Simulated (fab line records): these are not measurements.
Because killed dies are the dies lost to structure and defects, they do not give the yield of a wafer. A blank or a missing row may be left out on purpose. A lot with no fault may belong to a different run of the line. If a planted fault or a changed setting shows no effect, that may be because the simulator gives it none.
Matching of chambers -- flow n5_finfet -- N5_BEOL_M1_CO_CAP_55 on cvd_co-01: 3 sister chambers
The step material Co, precursor CCTBA/H2, target thk 2 nm, time 102.1 s. 6 wafers are shown with their chamber, then 6 later ones without.

== WAFERS PAIRED WITH THEIR CHAMBERS ==
wafer,chamber,heater_power_w (W),run_length_s (s)
L132.6,2,227,125.8
L135.1,2,233,125.4
L147.6,0,270,124.5
L148.1,1,284,125.2
L148.4,0,268,124.4
L148.6,1,288,125.1

== WAFERS MISSING THEIR CHAMBER ==
wafer,heater_power_w (W),run_length_s (s)
L149.2,226,126.1
L149.3,285,125.3
L149.6,223,125.5
L154.1,230,125.8
L154.3,278,125.1
L154.4,277,124.4

== THE CHAMBER EACH PASSED THROUGH ==
wafer,from the rows above,in truth
L149.2,2,2
L149.3,1,1
L149.6,2,2
L154.1,2,2
L154.3,1,1
L154.4,0,0
6 of 6 placed correctly. Can't be placed from these rows: 0. Placed wrongly: 0.
How it was worked out, from the rows above alone: a wafer's distance from a chamber is the root of the sum, over the readings, of the square of ((its reading less the chamber's mean) divided by the reading's scatter). The wafer belongs to the nearest chamber; if the next one is less than 2 further off, it can't be placed. A chamber's mean is the mean of its shown wafers. The scatter: take each reading less its chamber's mean, square it, sum over the shown wafers, divide by the number of wafers less the number of chambers, and take the root.
